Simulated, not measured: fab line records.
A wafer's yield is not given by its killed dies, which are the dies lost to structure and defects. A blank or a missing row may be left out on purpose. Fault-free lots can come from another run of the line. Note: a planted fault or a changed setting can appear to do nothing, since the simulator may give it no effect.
fab line records    flow nandHarc
record: lots: 13  wafers: 39  lastDay: 34
route steps=1302 shown P_BONDPAD@380 A_SOURCE_PLATE@423 A_ONON_D1@428
lots with no fault: from the same line, run without faults
startH: hours from the record's opening day to when the first of the lot's shown wafers began    waitH: hours elapsed since this lot's preceding step    " as in the row above    L1.1+2: several wafers, shown together as one row    - value missing, or start not given    * or withheld: withheld    < > ~ a bound
route shown NAME@n: names a module that has steps shown in the file, with the first one's number in the route    usual: average and standard deviation across the fault-free wafers    same: alike in all rows    chamber/n: place in a boat    sites: each site's reading    _std_site: their standard deviation    _edge_site: mean of outer sites minus mean of inner sites    radiusMm: how far each site lies from the wafer's centre    mask NAME#n: copy n    behind: tool/chamber where the wafer was last shaped    hold: why the lot was held/for how many hours/how that ended    device: the transistor (n, p or np) that didn't switch    end of line: tests run on the same wafers once the route is complete    step lacking rows: just its recipe    killed: count of dies lost to structure and defects at first sort (not the wafer's yield)    map: shows each die of a wafer: x if killed, . if not, _ if none is there
set.NAME: the run value of the setting; set.NAME@STEP: its run value at that earlier step    model.NAME: the simulator's own value behind a step, which no gauge read
one table for each step of the route and one row for each wafer, over a sample of lots
services: from which hour (startH, from the record's first day; less than 0 if before it) a tool's chamber was out of use, for how many hours, and why
== steps ==
step: NHARC_P_BONDPAD_CMP_19
recipe: tOverpolishS: 30  cuRecessTouchS: 16  targetThkNm: 160.81
usual: motorCurrentA: 12.0/0.78  overpolishRunS: 30.001/0.0086  slurryFilterDpKPa: 13.50/0.14
lot.wafer  tool    chamber  startH  waitH  motorCurrentA  overpolishRunS  slurryFilterDpKPa
L856.3     cmp-02  2        141.40  -      12.9           30.004          13.67
L856.2     "       3        "       "      12.9           29.994          13.45
L856.1     "       0        "       "      10.9           29.997          13.72
L857.4     cmp-03  2        159.15  -      10.6           30.012          13.46
L857.2     "       0        "       "      11.6           29.995          13.29
L857.1     "       1        "       "      13.0           29.987          13.33
L858.3     cmp-01  2        160.60  -      11.9           30.003          13.51
L858.5     "       2        "       "      11.1           29.995          13.62
L858.6     "       3        "       "      11.0           30.007          13.53
L859.3     cmp-01  1        167.52  -      12.0           29.992          13.43
L859.1     "       2        "       "      11.2           29.990          13.76
L859.2     "       3        "       "      11.7           29.998          13.61
L860.4     cmp-02  0        173.33  -      11.4           30.006          13.47
L860.1     "       3        "       "      12.7           29.987          13.52
L860.5     "       0        "       "      11.5           30.008          13.51
L867.2     cmp-02  1        246.97  -      11.4           30.007          13.60
L867.3     "       2        "       "      12.6           30.005          13.44
L867.4     "       3        "       "      12.8           29.999          13.41
L869.4     cmp-02  0        261.54  -      11.2           29.998          13.42
L869.2     "       1        "       "      11.7           30.015          13.48
L869.3     "       2        "       "      12.3           29.985          13.39
L873.1     cmp-01  3        307.82  -      11.7           29.999          13.46
L873.3     "       1        "       "      11.5           30.002          13.52
L873.4     "       2        "       "      11.2           30.000          13.49
L875.1     cmp-03  3        333.34  -      12.2           29.994          13.34
L875.3     "       1        "       "      13.0           30.007          13.36
L875.5     "       3        "       "      12.9           30.009          13.68
L876.4     cmp-02  1        341.20  -      10.9           29.997          13.41
L876.3     "       0        "       "      11.8           30.001          13.47
L876.5     "       2        "       "      12.8           30.005          13.51
L878.4     cmp-03  0        355.14  -      11.0           30.008          13.63
L878.3     "       1        "       "      12.6           30.008          13.63
L878.5     "       3        "       "      13.0           30.006          13.52
L877.1     cmp-01  2        355.90  -      11.0           30.001          13.46
L877.4     "       1        "       "      12.2           30.013          13.53
L877.5     "       2        "       "      12.1           29.997          13.44
L879.1     cmp-02  0        365.73  -      11.5           29.989          13.39
L879.4     "       1        "       "      11.7           29.989          13.54
L879.5     "       0        "       "      11.6           29.996          13.52
step: NHARC_A_SOURCE_PLATE_INSPECT_08
usual: rawDefectCount: 64/33
lot.wafer  tool              chamber  startH  waitH  rawDefectCount
L856.1     defectInspect-01  -        164.49  0.0    66
L856.2     "                 -        "       "      69
L856.3     "                 -        "       "      68
L857.1     defectInspect-01  -        181.70  0.0    44
L857.2     "                 -        "       "      53
L857.4     "                 -        "       "      52
L858.3     defectInspect-02  -        181.70  0.0    74
L858.5     "                 -        "       "      44
L858.6     "                 -        "       "      46
L859.1     defectInspect-02  -        190.28  0.0    30
L859.2     "                 -        "       "      28
L859.3     "                 -        "       "      36
L860.1     defectInspect-01  -        201.01  0.0    82
L860.4     "                 -        "       "      72
L860.5     "                 -        "       "      24
L867.2     defectInspect-01  -        270.60  0.0    67
L867.3     "                 -        "       "      42
L867.4     "                 -        "       "      47
L869.2     defectInspect-01  -        285.22  0.0    53
L869.3     "                 -        "       "      49
L869.4     "                 -        "       "      48
L873.1     defectInspect-01  -        333.53  0.0    40
L873.3     "                 -        "       "      46
L873.4     "                 -        "       "      49
L875.1     defectInspect-01  -        356.73  0.0    150
L875.3     "                 -        "       "      112
L875.5     "                 -        "       "      132
L876.3     defectInspect-01  -        364.43  0.0    76
L876.4     "                 -        "       "      70
L876.5     "                 -        "       "      64
L878.3     defectInspect-02  -        379.56  0.0    44
L878.4     "                 -        "       "      74
L878.5     "                 -        "       "      86
L877.1     defectInspect-02  -        379.56  0.0    42
L877.4     "                 -        "       "      41
L877.5     "                 -        "       "      45
L879.1     defectInspect-01  -        391.46  0.0    33
L879.4     "                 -        "       "      81
L879.5     "                 -        "       "      46
step: NHARC_A_ONON_D1_DEP_06
recipe: targetThkA: 10000  n2FlowSccm: 2750  n2oFlowSccm: 2000  nh3FlowSccm: 500  sih4FlowSccm: 210  tempC: 400
lot.wafer   tool          chamber  startH  waitH
L856.1+2+3  pecvdOnon-02  0        165.69  0.1
L857.1+2+4  pecvdOnon-04  0        182.90  0.1
L858.3+5+6  pecvdOnon-03  0        183.02  0.2
L859.1+2+3  pecvdOnon-03  0        191.48  0.1
L860.1+4+5  pecvdOnon-02  0        202.21  0.1
L867.2+3+4  pecvdOnon-04  0        271.87  0.1
L869.2+3+4  pecvdOnon-04  0        286.49  0.1
L873.1+3+4  pecvdOnon-03  0        334.74  0.1
L875.1+3+5  pecvdOnon-02  0        357.95  0.1
L876.3+4+5  pecvdOnon-03  0        365.77  0.2
L877.1+4+5  pecvdOnon-03  0        380.77  0.1
L878.3+4+5  pecvdOnon-04  0        380.87  0.2
L879.1+4+5  pecvdOnon-02  0        392.65  0.1
step: NHARC_A_ONON_D1_THK_MEAS_08
recipe: thkMeasGauge: ellipsometry
usual: thkNm: 1001/6.4
lot.wafer  tool          chamber  startH  waitH  thkNm
L856.1     filmMetro-01  -        166.20  -      1009
L856.2     "             -        "       "      1007
L856.3     "             -        "       "      1007
L857.1     filmMetro-02  -        183.42  -      997
L857.2     "             -        "       "      996
L857.4     "             -        "       "      997
L858.3     filmMetro-01  -        183.42  -      1000
L858.5     "             -        "       "      1000
L858.6     "             -        "       "      999
L859.1     filmMetro-02  -        192.00  -      1001
L859.2     "             -        "       "      1002
L859.3     "             -        "       "      1002
L860.1     filmMetro-01  -        202.72  -      996
L860.4     "             -        "       "      995
L860.5     "             -        "       "      997
L867.2     filmMetro-01  -        272.32  -      757
L867.3     "             -        "       "      1005
L867.4     "             -        "       "      1006
L869.2     filmMetro-01  -        286.94  -      753
L869.3     "             -        "       "      1002
L869.4     "             -        "       "      1000
L873.1     filmMetro-02  -        335.25  -      996
L873.3     "             -        "       "      996
L873.4     "             -        "       "      996
L875.1     filmMetro-01  -        358.46  -      1006
L875.3     "             -        "       "      1006
L875.5     "             -        "       "      1006
L876.3     filmMetro-01  -        366.17  -      1010
L876.4     "             -        "       "      1012
L876.5     "             -        "       "      1012
L878.3     filmMetro-01  -        381.26  -      1000
L878.4     "             -        "       "      1000
L878.5     "             -        "       "      999
L877.1     filmMetro-01  -        381.28  -      1001
L877.4     "             -        "       "      1001
L877.5     "             -        "       "      1001
L879.1     filmMetro-02  -        393.16  -      1006
L879.4     "             -        "       "      1006
L879.5     "             -        "       "      1005
step: NHARC_A_ONON_D1_THK_MEAS_18
recipe: thkMeasGauge: ellipsometry
usual: thkNm: 996/11
lot.wafer  tool          chamber  startH  waitH  thkNm
L856.1     filmMetro-01  -        175.09  -      979
L856.2     "             -        "       "      979
L856.3     "             -        "       "      979
L857.1     filmMetro-01  -        192.14  -      998
L857.2     "             -        "       "      1000
L857.4     "             -        "       "      996
L858.3     filmMetro-02  -        192.35  -      1001
L858.5     "             -        "       "      1001
L858.6     "             -        "       "      1002
L859.1     filmMetro-01  -        200.93  -      1000
L859.2     "             -        "       "      1003
L859.3     "             -        "       "      1003
L860.1     filmMetro-01  -        211.91  -      1005
L860.4     "             -        "       "      1006
L860.5     "             -        "       "      1004
L867.2     filmMetro-02  -        281.23  -      982
L867.3     "             -        "       "      982
L867.4     "             -        "       "      984
L869.2     filmMetro-01  -        295.79  -      986
L869.3     "             -        "       "      986
L869.4     "             -        "       "      986
L873.1     filmMetro-02  -        347.32  -      989
L873.3     "             -        "       "      989
L873.4     "             -        "       "      987
L875.1     filmMetro-01  -        367.20  -      995
L875.3     "             -        "       "      995
L875.5     "             -        "       "      996
L876.3     filmMetro-01  -        375.49  -      988
L876.4     "             -        "       "      990
L876.5     "             -        "       "      988
L877.1     filmMetro-01  -        390.05  -      1004
L877.4     "             -        "       "      1005
L877.5     "             -        "       "      1004
L878.3     filmMetro-02  -        390.08  -      990
L878.4     "             -        "       "      989
L878.5     "             -        "       "      991
L879.1     filmMetro-01  -        402.08  -      1005
L879.4     "             -        "       "      1006
L879.5     "             -        "       "      1004
== services ==
tool          chamber  startH  hours  kind
pecvdOnon-04  -        130.04  13.0   pm
cmp-02        -        134.59  4.0    pm
cmp-03        -        136.15  0.7    repair
cmp-02        -        158.99  2.9    repair
cmp-03        -        162.06  4.0    pm
cmp-02        -        163.97  3.2    repair
cmp-02        -        170.73  1.1    repair
pecvdOnon-02  -        185.00  13.0   pm
cmp-01        -        185.52  4.0    pm
pecvdOnon-03  -        227.25  13.0   pm
cmp-02        -        232.59  4.0    pm
cmp-01        -        236.51  0.7    repair
cmp-03        -        244.55  9.8    repair
cmp-01        -        246.32  1.9    repair
cmp-03        -        260.06  4.0    pm
cmp-01        -        273.04  1.2    repair
cmp-01        -        283.52  4.0    pm
cmp-03        -        288.11  6.7    repair
cmp-03        -        299.89  0.6    repair
pecvdOnon-04  -        311.04  13.0   pm
cmp-02        -        330.59  4.0    pm
cmp-03        -        358.06  4.0    pm
pecvdOnon-02  -        366.00  13.0   pm
cmp-01        -        381.62  4.0    pm
== key ==
firstSign: step: NHARC_A_ONON_D1_THK_MEAS_08  reading: thkNm  direction: down  sigmas: 38  usual: 1001  struck: 755
effect none on later readings
metAt NHARC_A_ONON_D1_DEP_06
struckLots L867,L869
struckWafers L867.2,L869.2
testerLeftOut L867,L869
notActingAt NHARC_P_BONDPAD_CMP_19,NHARC_A_SOURCE_PLATE_INSPECT_08,NHARC_A_ONON_D1_THK_MEAS_18
onsetBetween 182.90 271.87
fault: kind: processParameterDrift  tool: pecvdOnon-04  chamber: -  onsetH: 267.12  steps: NHARC_A_ONON_D1_DEP_06  channel: targetThkA  offset: *  shape: step  endH: 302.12  scope: struckWafersOnly  actsIn: *  stated: *
testerLeftOut: of these lots the tester's yield and bins aren't shown, on N5 and GAA mostly nor the transistor test; their killed dies are dies lost to structure and defects alone, not to doping, threshold or leakage, so they don't give the yield
